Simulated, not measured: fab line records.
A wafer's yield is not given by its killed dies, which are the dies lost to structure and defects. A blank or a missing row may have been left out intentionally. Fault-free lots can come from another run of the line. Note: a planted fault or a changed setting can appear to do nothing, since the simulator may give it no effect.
fab line records	flow nand_harc
record lots=10	wafers=30	last_day=33
route steps=1302 shown P_M0@269 P_M1@293 END@1302
lots that met no fault: taken from a fault-free run of the same line
start_h: hours from the record's first day to the start of the lot's first wafer shown	wait_h: how many hours have passed since the lot's step before this one	" identical to the entry in the row above	L1.1+2: several wafers, shown together as one row	- no value present, or no start provided	* or withheld: withheld	< > ~ a bound
route shown NAME@n: NAME is a module with steps in the file, n the number in the route of the first one	usual: mean/standard deviation of fault-free wafers	same: alike in all rows	chamber/n: place in a boat	sites: readings site by site	_std_site: standard deviation across them	_edge_site: the outer-site mean with the inner-site mean subtracted	radius_mm: how far each site lies from the wafer's centre	mask NAME#n: copy n	behind: the last tool/chamber to shape the wafer	hold: reason for holding the lot/hours on hold/outcome of the hold	device: which transistor (n, p or np) failed to switch	end of line: tests run on the same wafers once the route is complete	step lacking rows: just its recipe	killed: at the first sort, the dies lost to defects and structure; wafer yield is something else	map: a wafer's dies, x killed, . not, _ none there
set.NAME: the setting that was run; set.NAME@STEP: the one run at that earlier step	model.NAME: the simulator's own value behind a step, which no gauge read
a sample of lots followed through the steps of the route, with each step as a table and each wafer as a row
services: from which hour (start_h, from the record's first day; less than 0 if before it) a tool's chamber was out of use, for how many hours, and why
## steps
# step NHARC_P_M0_CD_MEAS_16
# usual cd_nm=90.2/1.4
lot.wafer	tool	chamber	start_h	wait_h	cd_nm
L614.1	cd_sem-02	-	133.29	-	90.8
L614.2	"	-	"	"	89.6
L614.5	"	-	"	"	88.9
L620.1	cd_sem-02	-	200.76	-	87.7
L620.2	"	-	"	"	89.6
L620.3	"	-	"	"	89.8
L621.4	cd_sem-03	-	201.21	-	89.1
L621.5	"	-	"	"	89.4
L621.6	"	-	"	"	88.5
L628.2	cd_sem-02	-	270.30	-	89.3
L628.3	"	-	"	"	89.5
L628.6	"	-	"	"	89.7
L629.3	cd_sem-01	-	284.88	-	90.2
L629.5	"	-	"	"	91.7
L629.6	"	-	"	"	93.0
L630.1	cd_sem-03	-	292.86	-	88.4
L630.4	"	-	"	"	89.9
L630.6	"	-	"	"	90.3
L631.2	cd_sem-02	-	300.46	-	89.8
L631.3	"	-	"	"	90.3
L631.5	"	-	"	"	89.8
L633.1	cd_sem-02	-	321.66	-	90.1
L633.3	"	-	"	"	89.2
L633.5	"	-	"	"	89.8
L635.1	cd_sem-02	-	342.95	-	89.5
L635.4	"	-	"	"	88.6
L635.5	"	-	"	"	88.1
L636.2	cd_sem-01	-	354.41	-	90.9
L636.3	"	-	"	"	91.4
L636.6	"	-	"	"	90.5
# step NHARC_P_M0_ANNEAL_30
# recipe temp_c=225	time_s=90
# usual wafer_temp_C_max=226.6/0.46
# same time_s=90
lot.wafer	tool	chamber	start_h	wait_h	wafer_temp_C_max
L614.1	rtp_anneal-01	0	134.64	0.3	227.1
L614.2	"	0	"	"	226.2
L614.5	"	0	"	"	226.2
L620.1	rtp_anneal-01	0	202.15	0.4	226.3
L620.2	"	0	"	"	226.6
L620.3	"	0	"	"	226.4
L621.4	rtp_anneal-02	0	202.71	0.3	225.7
L621.5	"	0	"	"	225.8
L621.6	"	0	"	"	226.0
L628.2	rtp_anneal-02	0	271.71	-	226.4
L628.3	"	0	"	"	226.2
L628.6	"	0	"	"	225.8
L629.3	rtp_anneal-02	0	286.33	-	226.5
L629.5	"	0	"	"	226.3
L629.6	"	0	"	"	225.9
L630.1	rtp_anneal-01	0	294.22	-	227.2
L630.4	"	0	"	"	226.8
L630.6	"	0	"	"	227.3
L631.2	rtp_anneal-01	0	301.91	-	226.9
L631.3	"	0	"	"	226.8
L631.5	"	0	"	"	227.0
L633.1	rtp_anneal-02	0	323.03	-	226.2
L633.3	"	0	"	"	226.2
L633.5	"	0	"	"	226.1
L635.1	rtp_anneal-01	0	344.31	-	227.2
L635.4	"	0	"	"	227.1
L635.5	"	0	"	"	226.9
L636.2	rtp_anneal-01	0	355.82	-	226.5
L636.3	"	0	"	"	226.6
L636.6	"	0	"	"	227.1
# step NHARC_P_M1_PEB_07
# recipe peb_temp_c=100	peb_time_s=65
# usual chill_plate_temp_C=22.97/0.1	heater_power_total_W=156.6/0.42	plate_temp_C=99.98/0.12
# same peb_time_s=65
lot.wafer	tool	chamber	start_h	wait_h	chill_plate_temp_C	heater_power_total_W	plate_temp_C
L614.1	litho_track-06	0	136.76	0.1	23.08	156.9	99.90
L614.2	"	0	"	"	22.94	156.7	99.96
L614.5	"	0	"	"	23.07	156.1	99.83
L620.1	litho_track-06	0	204.29	0.1	22.83	160.1	101.56
L620.2	"	0	"	"	22.92	161.1	101.74
L620.3	"	0	"	"	22.77	161.1	101.86
L621.4	litho_track-06	0	204.69	0.0	22.86	161.0	102.17
L621.5	"	0	"	"	22.98	161.3	102.09
L621.6	"	0	"	"	22.89	160.5	102.05
L628.2	litho_track-06	0	273.79	0.1	23.10	156.1	100.05
L628.3	"	0	"	"	22.92	156.9	99.95
L628.6	"	0	"	"	23.03	156.3	99.86
L629.3	litho_track-04	0	288.34	0.0	23.01	157.0	100.08
L629.5	"	0	"	"	22.90	156.4	100.10
L629.6	"	0	"	"	23.07	156.7	99.99
L630.1	litho_track-06	0	296.35	0.1	22.92	157.0	99.98
L630.4	"	0	"	"	22.88	157.1	100.12
L630.6	"	0	"	"	22.82	156.7	100.04
L631.2	litho_track-06	0	303.85	0.1	22.91	156.3	99.87
L631.3	"	0	"	"	22.91	156.0	99.92
L631.5	"	0	"	"	22.86	156.6	99.80
L633.1	litho_track-06	0	325.32	0.1	23.04	156.4	100.04
L633.3	"	0	"	"	23.05	157.2	100.10
L633.5	"	0	"	"	23.15	157.1	100.15
L635.1	litho_track-04	0	346.44	0.1	23.00	157.2	100.12
L635.4	"	0	"	"	22.93	157.2	99.96
L635.5	"	0	"	"	23.02	156.0	100.08
L636.2	litho_track-01	0	357.78	0.1	23.02	156.3	99.85
L636.3	"	0	"	"	22.97	156.3	100.03
L636.6	"	0	"	"	23.13	156.4	99.85
# step NHARC_P_M1_CD_MEAS_09
# recipe target_cd_nm=130	landing_energy_ev=500
# usual cd_nm=129.7/0.93
lot.wafer	tool	chamber	start_h	wait_h	cd_nm
L614.1	cd_sem-02	0	136.84	-	128.9
L614.2	"	0	"	"	129.4
L614.5	"	0	"	"	129.1
L620.1	cd_sem-02	0	204.37	-	136.3
L620.2	"	0	"	"	135.2
L620.3	"	0	"	"	135.3
L621.4	cd_sem-02	0	204.77	-	134.8
L621.5	"	0	"	"	135.5
L621.6	"	0	"	"	135.2
L628.2	cd_sem-02	0	273.87	-	127.9
L628.3	"	0	"	"	129.5
L628.6	"	0	"	"	128.0
L629.3	cd_sem-02	0	288.43	-	131.2
L629.5	"	0	"	"	131.8
L629.6	"	0	"	"	131.0
L630.1	cd_sem-03	0	296.43	-	130.1
L630.4	"	0	"	"	128.9
L630.6	"	0	"	"	128.5
L631.2	cd_sem-02	0	303.93	-	128.4
L631.3	"	0	"	"	128.4
L631.5	"	0	"	"	128.7
L633.1	cd_sem-02	0	325.40	-	128.7
L633.3	"	0	"	"	129.1
L633.5	"	0	"	"	129.3
L635.1	cd_sem-02	0	346.51	-	129.4
L635.4	"	0	"	"	129.6
L635.5	"	0	"	"	129.0
L636.2	cd_sem-02	0	357.86	-	130.2
L636.3	"	0	"	"	130.2
L636.6	"	0	"	"	129.8
# step NHARC_P_M1_ETCH_35
# recipe target_depth_a=400	overetch_a=120	time_s=43.94	ion_energy_ev=200	n2_flow_sccm=150	h2_flow_sccm=150	ar_flow_sccm=0	rf_w=400	bias_w=150	chemistry=N2/H2
# usual drypump_motor_current_A=5.8/0.47	mfc_ar_sccm=0.008/0.011	oes_product_au=1.001/0.011	rf_vpp_V=430.0/2	showerhead_plenum_p_Torr=2.02/0.07	throttle_valve_pct=14.172/0.0092
# same time_s=43.94
lot.wafer	tool	chamber	start_h	wait_h	drypump_motor_current_A	mfc_ar_sccm	oes_product_au	rf_hours_counter_h	rf_vpp_V	showerhead_plenum_p_Torr	throttle_valve_pct
L614.1	rie_diel-07	3	137.11	0.1	5.4	0	1.007	0	430.8	2.06	14.176
L614.2	"	1	"	"	6.2	0.010	1.022	0	427.9	1.93	14.181
L614.5	"	0	"	"	5.9	0	1.002	-	429.7	2.05	14.179
L620.3	rie_diel-10	2	204.64	0.1	4.9	0.034	1.000	11	428.8	1.95	14.188
L620.1	"	3	"	"	6.3	0	0.999	11	428.5	1.98	14.182
L620.2	"	0	"	"	6.0	0.007	0.996	11	432.4	2.07	14.169
L621.6	rie_diel-10	1	205.07	0.1	5.6	0	1.000	-	429.3	1.98	14.156
L621.4	"	2	"	"	4.9	0.034	0.987	-	427.4	1.95	14.180
L621.5	"	3	"	"	6.3	0	0.991	-	429.4	1.98	14.197
L628.2	rie_diel-10	3	274.14	0.1	6.3	0	1.001	2	428.6	1.97	14.172
L628.3	"	0	"	"	6.0	0.007	0.999	2	431.3	2.07	14.179
L628.6	"	3	"	"	6.3	0	0.992	-	428.9	1.97	14.156
L629.3	rie_diel-10	3	288.71	0.1	6.4	0	0.995	3	427.8	1.97	14.162
L629.6	"	0	"	"	6.1	0.007	1.004	-	430.9	2.07	14.181
L629.5	"	1	"	"	5.6	0	0.989	-	426.5	1.97	14.171
L630.1	rie_diel-10	0	296.70	0.1	6.1	0.007	1.007	3	431.6	2.07	14.176
L630.4	"	1	"	"	5.6	0	0.992	5	428.2	1.97	14.174
L630.6	"	1	"	"	5.6	0	0.976	-	428.1	1.97	14.171
L631.2	rie_diel-09	0	304.21	0.1	5.2	0.007	0.998	45	429.9	2.03	14.166
L631.3	"	2	"	"	5.7	0	1.011	43	431.7	2.13	14.172
L631.5	"	3	"	"	5.9	0.013	1.004	-	426.9	1.94	14.182
L633.3	rie_diel-07	0	325.68	0.1	5.9	0	1.014	2	429.6	2.04	14.174
L633.1	"	1	"	"	6.2	0.010	0.994	1	427.3	1.93	14.192
L633.5	"	0	"	"	5.9	0	1.000	-	430.4	2.04	14.173
L635.4	rie_diel-10	2	346.79	0.1	5.0	0.034	1.003	8	428.4	1.95	14.179
L635.1	"	1	"	"	5.6	0	0.978	9	428.8	1.97	14.175
L635.5	"	2	"	"	5.0	0.034	1.008	-	428.2	1.95	14.194
L636.2	rie_diel-07	1	358.13	0.1	6.2	0.010	1.010	3	427.8	1.93	14.168
L636.3	"	3	"	"	5.4	0	0.979	4	430.5	2.05	14.163
L636.6	"	2	"	"	6.5	0.018	1.007	-	433.2	2.15	14.175
# step NHARC_P_M1_CD_MEAS_16
# usual cd_nm=129.6/1.2
lot.wafer	tool	chamber	start_h	wait_h	cd_nm
L614.1	cd_sem-03	-	137.33	-	128.5
L614.2	"	-	"	"	128.7
L614.5	"	-	"	"	129.4
L620.1	cd_sem-03	-	204.86	-	135.1
L620.2	"	-	"	"	136.5
L620.3	"	-	"	"	134.2
L621.4	cd_sem-01	-	205.31	-	133.2
L621.5	"	-	"	"	134.8
L621.6	"	-	"	"	135.2
L628.2	cd_sem-02	-	274.36	-	128.7
L628.3	"	-	"	"	129.0
L628.6	"	-	"	"	129.0
L629.3	cd_sem-03	-	288.92	-	130.9
L629.5	"	-	"	"	130.1
L629.6	"	-	"	"	131.2
L630.1	cd_sem-01	-	296.92	-	130.8
L630.4	"	-	"	"	129.2
L630.6	"	-	"	"	128.1
L631.2	cd_sem-01	-	304.42	-	128.3
L631.3	"	-	"	"	128.3
L631.5	"	-	"	"	127.3
L633.1	cd_sem-02	-	325.89	-	128.0
L633.3	"	-	"	"	128.9
L633.5	"	-	"	"	128.5
L635.1	cd_sem-03	-	347.00	-	129.4
L635.4	"	-	"	"	129.6
L635.5	"	-	"	"	129.0
L636.2	cd_sem-01	-	358.35	-	130.8
L636.3	"	-	"	"	129.4
L636.6	"	-	"	"	130.4
# step NHARC_END_SORT_01
# recipe temp_c=25
# usual defect_limited_yield=91.7/2.5	killed_at_array=52/18	killed_at_other=1.0/1.4	killed_at_periphery=3.1/2.3	killed_dies=56/17	killed_open=3.0/1.7	killed_short=2.5/1.7	sort_bin_2_pct=3.0/1.1	sort_bin_3_pct=0.6/0.36	sort_bin_4_pct=4.8/1.4	sort_n_pass=621/17	sort_rim_yield_pct=91/4.6	sort_yield_pct=91.7/2.5
# same gross_dies=677	sort_bin_5_pct[%]=0	sort_bin_6_pct[%]=0	sort_bin_7_pct[%]=0	sort_bin_8_pct[%]=0	sort_rim_n_gross=106.00
lot.wafer	tool	chamber	start_h	wait_h	defect_limited_yield[%]	killed_at_array	killed_at_other	killed_at_periphery	killed_dies	killed_open	killed_short	sort_bin_2_pct[%]	sort_bin_3_pct[%]	sort_bin_4_pct[%]	sort_n_pass	sort_rim_yield_pct[%]	sort_yield_pct[%]
L614.1	prober-01	0	567.76	2.5	93.5	40	0	4	44	3	0	2.4	0.1	4.0	633	97	93.5
L614.2	prober-01	0	568.56	2.8	94.4	35	0	3	38	3	5	2.7	0	3.0	639	86	94.4
L614.5	prober-01	0	570.96	3.7	94.7	32	0	4	36	6	4	2.1	0.3	3.0	641	90	94.7
L621.4	prober-01	0	641.13	3.4	87.3	76	6	4	86	6	3	4.1	0.6	8.0	591	87	87.3
L621.5	prober-01	0	641.95	3.8	93.6	37	2	4	43	4	2	1.9	0.4	4.0	634	90	93.6
L621.6	prober-01	0	642.76	4.1	88.9	70	5	0	75	4	1	4.4	1.0	5.6	602	94	88.9
L620.1	prober-02	0	644.61	2.5	93.9	34	3	4	41	3	1	1.9	0.4	3.7	636	93	93.9
L620.2	prober-02	0	645.41	2.8	95.4	24	0	7	31	2	0	0.9	0.1	3.5	646	98	95.4
L620.3	prober-02	0	646.20	3.1	94.5	33	0	4	37	4	2	1.8	0.3	3.4	640	95	94.5
L630.1	prober-01	0	709.87	2.5	92.5	49	0	2	51	1	2	2.5	0.4	4.6	626	92	92.5
L630.4	prober-01	0	712.25	3.4	93.5	41	0	3	44	4	2	3.8	0.4	2.2	633	88	93.5
L630.6	prober-01	0	713.84	4.0	93.8	39	0	3	42	5	2	3.2	0.1	2.8	635	88	93.8
L628.2	prober-02	0	710.64	2.7	88.3	74	2	3	79	2	1	4.0	1.2	6.5	598	86	88.3
L628.3	prober-02	0	711.43	3.1	91.0	60	0	1	61	3	2	3.8	0.4	4.7	616	82	91.0
L628.6	prober-02	0	713.82	4.0	86.7	86	0	4	90	4	3	4.7	0.9	7.7	587	89	86.7
L629.3	prober-02	0	719.25	3.1	91.4	49	2	7	58	3	1	2.8	0.3	5.5	619	86	91.4
L629.5	prober-02	0	720.86	3.7	92.8	42	1	6	49	0	2	1.6	0.4	5.2	628	93	92.8
L629.6	prober-02	0	721.66	4.0	93.2	41	2	3	46	2	3	2.5	0.1	4.1	631	90	93.2
L631.2	prober-01	0	739.22	2.8	89.2	68	1	4	73	3	1	3.8	1.0	5.9	604	86	89.2
L631.3	prober-01	0	740.02	3.1	90.3	62	0	4	66	5	3	3.1	0.7	5.9	611	84	90.3
L631.5	prober-01	0	741.60	3.7	91.1	58	0	2	60	0	2	4.0	0.4	4.4	617	90	91.1
L633.1	prober-01	0	746.15	2.5	91.7	52	1	3	56	3	1	3.7	0.9	3.7	621	87	91.7
L633.3	prober-01	0	747.73	3.1	89.1	73	0	1	74	4	3	4.7	0.9	5.3	603	87	89.1
L633.5	prober-01	0	749.31	3.7	90.4	64	0	1	65	3	0	3.0	0.6	6.1	612	86	90.4
L635.1	prober-01	0	772.49	2.5	91.0	58	0	3	61	2	3	3.0	0.6	5.5	616	91	91.0
L635.4	prober-01	0	774.93	3.4	89.7	68	0	2	70	3	5	3.5	1.2	5.6	607	92	89.7
L635.5	prober-01	0	775.74	3.7	89.5	64	1	6	71	5	4	3.5	1.0	5.9	606	91	89.5
L636.2	prober-02	0	783.91	2.8	87.7	77	1	5	83	3	4	5.2	1.0	6.1	594	85	87.7
L636.3	prober-02	0	784.72	3.1	92.0	52	0	2	54	1	4	3.7	0.4	3.8	623	92	92.0
L636.6	prober-02	0	787.13	4.0	88.0	75	1	5	81	2	3	5.2	0.7	6.1	596	87	88.0
# killed by level:class
L614.1 A_CHANNEL_HOLE_D2:chamber_film_flake=31 P_M2:chamber_film_flake=2 A_STAIRCASE:chamber_film_flake=2 A_CONTACT:chamber_film_flake=2 P_CONTACT:geometric_particle:open=1 A_ONON_D1:geometric_particle:open=1 A_CONTACT:geometric_particle:open=1 P_M1:chamber_film_flake=1
L614.2 A_CHANNEL_HOLE_D2:chamber_film_flake=20 A_CHANNEL_HOLE_D1:chamber_film_flake=3 A_SLIT:chamber_film_flake=2 A_STAIRCASE:chamber_film_flake=2 P_M0:geometric_particle:short=1 A_CHANNEL_HOLE_D1:geometric_particle:short=1 A_CHANNEL_FILL_D1:geometric_particle:open=1 A_DECK1_JOINT:geometric_particle:short=1
L614.5 A_CHANNEL_HOLE_D2:chamber_film_flake=18 A_CHANNEL_FILL_D1:geometric_particle:open=3 A_CHANNEL_FILL_D2:geometric_particle:open=3 P_M2:chamber_film_flake=3 A_CHANNEL_HOLE_D1:chamber_film_flake=2 A_ONON_D1:geometric_particle:short=1 A_DECK1_JOINT:geometric_particle:short=1 A_ONON_D2:geometric_particle:short=1
L621.4 A_CHANNEL_HOLE_D2:chamber_film_flake=32 A_CHANNEL_HOLE_D1:chamber_film_flake=28 P_ZERO_WELL:chamber_film_flake=4 THIN_TSV:chamber_film_flake=4 A_M0:geometric_particle:open=3 A_STAIRCASE:chamber_film_flake=3 A_BLC:geometric_particle:open=2 HYBRID_BOND:chamber_film_flake=2
L621.5 A_CHANNEL_HOLE_D2:chamber_film_flake=20 A_CHANNEL_HOLE_D1:chamber_film_flake=11 P_ZERO_WELL:chamber_film_flake=3 A_BLC:geometric_particle:open=2 THIN_TSV:chamber_film_flake=2 P_CONTACT:geometric_particle:short=1 A_CHANNEL_HOLE_D1:geometric_particle:open=1 A_CHANNEL_FILL_D1:geometric_particle:short=1
L621.6 A_CHANNEL_HOLE_D2:chamber_film_flake=28 A_CHANNEL_HOLE_D1:chamber_film_flake=24 THIN_TSV:chamber_film_flake=5 A_CHANNEL_FILL_D2:chamber_film_flake=4 A_CHANNEL_FILL_D1:chamber_film_flake=3 A_M0:geometric_particle:open=2 A_SLIT:chamber_film_flake=2 A_CONTACT:chamber_film_flake=2
L620.1 A_CHANNEL_HOLE_D2:chamber_film_flake=17 A_CHANNEL_HOLE_D1:chamber_film_flake=5 A_WL_FILL:chamber_film_flake=3 P_GATE:chamber_film_flake=2 A_DECK1_JOINT:chamber_film_flake=2 A_CONTACT:chamber_film_flake=2 A_CHANNEL_HOLE_D1:geometric_particle:short=1 A_DECK1_JOINT:geometric_particle:open=1
L620.2 A_CHANNEL_HOLE_D2:chamber_film_flake=14 P_GATE:chamber_film_flake=5 A_CHANNEL_HOLE_D1:chamber_film_flake=2 A_CONTACT:chamber_film_flake=2 P_CONTACT:geometric_particle:open=1 A_M0:geometric_particle:open=1 P_ZERO_WELL:chamber_film_flake=1 A_CHANNEL_FILL_D2:chamber_film_flake=1
L620.3 A_CHANNEL_HOLE_D2:chamber_film_flake=11 A_CHANNEL_HOLE_D1:chamber_film_flake=6 A_CONTACT:chamber_film_flake=6 A_DECK1_JOINT:chamber_film_flake=3 A_BLC:geometric_particle:open=2 P_GATE:chamber_film_flake=2 P_GATE:geometric_particle:open=1 A_ONON_D1:geometric_particle:short=1
L630.1 A_CHANNEL_HOLE_D1:chamber_film_flake=31 A_CONTACT:chamber_film_flake=7 A_STAIRCASE:chamber_film_flake=5 A_SLIT:chamber_film_flake=3 P_CONTACT:geometric_particle:short=1 A_CHANNEL_FILL_D1:geometric_particle:short=1 A_M0:geometric_particle:open=1 P_GATE:chamber_film_flake=1
L628.2 A_SLIT:chamber_film_flake=26 A_CHANNEL_HOLE_D1:chamber_film_flake=25 A_CHANNEL_HOLE_D2:chamber_film_flake=17 P_M2:chamber_film_flake=2 P_M0:geometric_particle:open=1 A_ONON_D2:geometric_particle:open=1 A_SGD_CUT:geometric_particle:short=1 A_ZERO_WELL:chamber_film_flake=1
L628.3 A_CHANNEL_HOLE_D1:chamber_film_flake=21 A_SLIT:chamber_film_flake=20 A_CHANNEL_HOLE_D2:chamber_film_flake=10 A_WL_FILL:chamber_film_flake=4 P_M0:geometric_particle:open=1 A_DECK1_JOINT:geometric_particle:open=1 A_SGD_CUT:geometric_particle:open=1 A_SGD_CUT:geometric_particle:short=1
L630.4 A_CHANNEL_HOLE_D1:chamber_film_flake=20 A_STAIRCASE:chamber_film_flake=6 A_CONTACT:chamber_film_flake=6 A_SLIT:chamber_film_flake=3 P_STI:geometric_particle:open=1 P_CONTACT:geometric_particle:open=1 A_CHANNEL_FILL_D1:geometric_particle:open=1 A_CHANNEL_FILL_D1:geometric_particle:short=1
L628.6 A_CHANNEL_HOLE_D1:chamber_film_flake=28 A_SLIT:chamber_film_flake=24 A_CHANNEL_HOLE_D2:chamber_film_flake=22 A_CONTACT:chamber_film_flake=3 A_STAIRCASE:chamber_film_flake=2 A_WL_FILL:chamber_film_flake=2 P_CONTACT:geometric_particle:open=1 P_M0:geometric_particle:short=1
L630.6 A_CHANNEL_HOLE_D1:chamber_film_flake=15 A_CONTACT:chamber_film_flake=11 A_STAIRCASE:chamber_film_flake=6 A_CHANNEL_FILL_D1:geometric_particle:open=2 A_SLIT:chamber_film_flake=2 P_M0:geometric_particle:open=1 P_M2:geometric_particle:open=1 A_CHANNEL_FILL_D2:geometric_particle:short=1
L629.3 A_CHANNEL_HOLE_D2:chamber_film_flake=27 A_CHANNEL_HOLE_D1:chamber_film_flake=10 P_BONDPAD:chamber_film_flake=5 A_CONTACT:chamber_film_flake=3 A_M0:chamber_film_flake=3 P_CONTACT:geometric_particle:open=1 A_ONON_D2:geometric_particle:open=1 A_CONTACT:geometric_particle:short=1
L629.5 A_CHANNEL_HOLE_D2:chamber_film_flake=15 A_CHANNEL_HOLE_D1:chamber_film_flake=10 P_GATE:chamber_film_flake=5 A_SLIT:chamber_film_flake=5 A_M0:chamber_film_flake=4 A_CONTACT:chamber_film_flake=3 A_STAIRCASE:chamber_film_flake=2 A_ONON_D2:geometric_particle:short=1
L629.6 A_CHANNEL_HOLE_D2:chamber_film_flake=17 A_CHANNEL_HOLE_D1:chamber_film_flake=7 A_SLIT:chamber_film_flake=6 A_STAIRCASE:chamber_film_flake=4 A_ONON_D2:geometric_particle:short=2 A_ZERO_WELL:chamber_film_flake=2 THIN_TSV:chamber_film_flake=2 P_STI:geometric_particle:short=1
L631.2 A_SLIT:chamber_film_flake=26 A_CHANNEL_HOLE_D2:chamber_film_flake=22 A_CHANNEL_HOLE_D1:chamber_film_flake=5 A_CONTACT:chamber_film_flake=4 A_WL_FILL:chamber_film_flake=4 A_STAIRCASE:chamber_film_flake=2 P_CONTACT:geometric_particle:open=1 P_M0:geometric_particle:short=1
L631.3 A_SLIT:chamber_film_flake=23 A_CHANNEL_HOLE_D1:chamber_film_flake=13 A_CHANNEL_HOLE_D2:chamber_film_flake=11 A_CONTACT:chamber_film_flake=4 P_GATE:chamber_film_flake=2 P_M1:geometric_particle:open=1 A_CHANNEL_HOLE_D1:geometric_particle:open=1 A_DECK1_JOINT:geometric_particle:open=1
L631.5 A_SLIT:chamber_film_flake=24 A_CHANNEL_HOLE_D2:chamber_film_flake=22 A_CHANNEL_HOLE_D1:chamber_film_flake=6 A_CHANNEL_FILL_D1:chamber_film_flake=3 P_STI:geometric_particle:short=1 P_M0:geometric_particle:short=1 A_DECK1_JOINT:chamber_film_flake=1 A_STAIRCASE:chamber_film_flake=1
L633.1 A_SLIT:chamber_film_flake=16 A_CHANNEL_HOLE_D2:chamber_film_flake=16 A_CHANNEL_HOLE_D1:chamber_film_flake=7 A_STAIRCASE:chamber_film_flake=7 A_CONTACT:chamber_film_flake=3 P_CONTACT:geometric_particle:open=1 P_M0:geometric_particle:open=1 P_M0:geometric_particle:short=1
L633.3 A_SLIT:chamber_film_flake=29 A_CHANNEL_HOLE_D2:chamber_film_flake=20 A_CHANNEL_HOLE_D1:chamber_film_flake=8 A_STAIRCASE:chamber_film_flake=5 A_DECK1_JOINT:chamber_film_flake=2 A_CONTACT:chamber_film_flake=2 A_CHANNEL_FILL_D1:geometric_particle:open=1 A_ONON_D2:geometric_particle:short=1
L633.5 A_CHANNEL_HOLE_D2:chamber_film_flake=24 A_SLIT:chamber_film_flake=19 A_CHANNEL_HOLE_D1:chamber_film_flake=11 A_STAIRCASE:chamber_film_flake=6 P_M0:geometric_particle:open=1 A_SOURCE_PLATE:geometric_particle:open=1 A_SGD_CUT:geometric_particle:open=1 A_CHANNEL_FILL_D1:chamber_film_flake=1
L635.1 A_CHANNEL_HOLE_D1:chamber_film_flake=18 A_CHANNEL_HOLE_D2:chamber_film_flake=17 A_M1:chamber_film_flake=5 A_SLIT:chamber_film_flake=5 A_CONTACT:chamber_film_flake=4 A_WL_FILL:geometric_particle:short=2 A_BLC:geometric_particle:open=2 P_STI:chamber_film_flake=2
L635.4 A_CHANNEL_HOLE_D2:chamber_film_flake=26 A_CHANNEL_HOLE_D1:chamber_film_flake=14 A_CONTACT:chamber_film_flake=6 A_SLIT:chamber_film_flake=4 A_CHANNEL_FILL_D2:chamber_film_flake=4 A_STAIRCASE:chamber_film_flake=4 A_M1:chamber_film_flake=3 A_ONON_D2:geometric_particle:short=2
L635.5 A_CHANNEL_HOLE_D2:chamber_film_flake=24 A_CHANNEL_HOLE_D1:chamber_film_flake=12 A_SLIT:chamber_film_flake=9 A_CONTACT:chamber_film_flake=5 P_STI:chamber_film_flake=4 A_STAIRCASE:chamber_film_flake=3 A_M1:chamber_film_flake=3 A_ONON_D2:geometric_particle:short=2
L636.2 A_CHANNEL_HOLE_D2:chamber_film_flake=34 A_SLIT:chamber_film_flake=29 A_SGD_CUT:chamber_film_flake=4 A_CONTACT:chamber_film_flake=2 P_GATE:geometric_particle:open=1 P_M0:geometric_particle:short=1 P_M1:geometric_particle:open=1 A_ONON_D1:geometric_particle:short=1
L636.3 A_SLIT:chamber_film_flake=21 A_CHANNEL_HOLE_D2:chamber_film_flake=16 A_STAIRCASE:chamber_film_flake=3 A_CONTACT:chamber_film_flake=3 A_DECK1_JOINT:chamber_film_flake=2 A_SGD_CUT:chamber_film_flake=2 P_M0:geometric_particle:short=1 A_SOURCE_PLATE:geometric_particle:short=1
L636.6 A_CHANNEL_HOLE_D2:chamber_film_flake=30 A_SLIT:chamber_film_flake=26 A_SGD_CUT:chamber_film_flake=7 P_M0:chamber_film_flake=3 A_CONTACT:chamber_film_flake=3 A_CHANNEL_FILL_D2:chamber_film_flake=2 P_M0:geometric_particle:open=1 A_ONON_D1:geometric_particle:short=1
## services
tool	chamber	start_h	hours	kind
rie_diel-07	-	117.27	9.0	pm
rie_diel-10	0	123.50	-	clean
rie_diel-10	1	123.50	-	clean
rie_diel-10	2	123.50	-	clean
rie_diel-10	3	123.50	-	clean
rie_diel-09	-	144.30	0.9	repair
rie_diel-10	0	148.00	-	clean
rie_diel-10	1	148.00	-	clean
rie_diel-10	2	148.00	-	clean
rie_diel-10	3	148.00	-	clean
litho_track-01	-	155.00	7.0	pm
rie_diel-10	0	172.50	-	clean
rie_diel-10	1	172.50	-	clean
rie_diel-10	2	172.50	-	clean
litho_track-06	-	179.00	7.0	pm
rie_diel-10	0	186.44	9.7	repair
litho_track-04	-	203.00	7.0	pm
rie_diel-10	0	204.77	7.2	repair
rie_diel-10	1	206.47	4.1	repair
rie_diel-10	-	242.50	9.0	pm
rie_diel-07	-	294.27	9.0	pm
rie_diel-09	-	322.27	9.0	pm
litho_track-01	-	330.00	7.0	pm
litho_track-06	-	354.00	7.0	pm
## key
first_sign step=NHARC_P_M1_PEB_07	reading=plate_temp_C	direction=up	sigmas=16	usual=*	struck=*
effect step=NHARC_P_M1_PEB_07	reading=heater_power_total_W	direction=up	sigmas=10	usual=*	struck=*
effect step=NHARC_P_M1_CD_MEAS_09	reading=cd_nm	direction=up	sigmas=6.1	usual=129.7	struck=135.4
effect step=NHARC_P_M1_CD_MEAS_16	reading=cd_nm	direction=up	sigmas=4.3	usual=129.6	struck=134.8
met_at NHARC_P_M1_PEB_07
struck_lots L620,L621
not_acting_at NHARC_P_M0_CD_MEAS_16,NHARC_P_M0_ANNEAL_30,NHARC_P_M1_ETCH_35
onset_between 136.76 204.29
fault kind=process_parameter_drift	tool=litho_track-06	chamber=-	onset_h=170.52	steps=NHARC_P_M1_PEB_07	channel=peb_temp_c	offset=*	shape=step	end_h=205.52	acts_in=*	stated=*
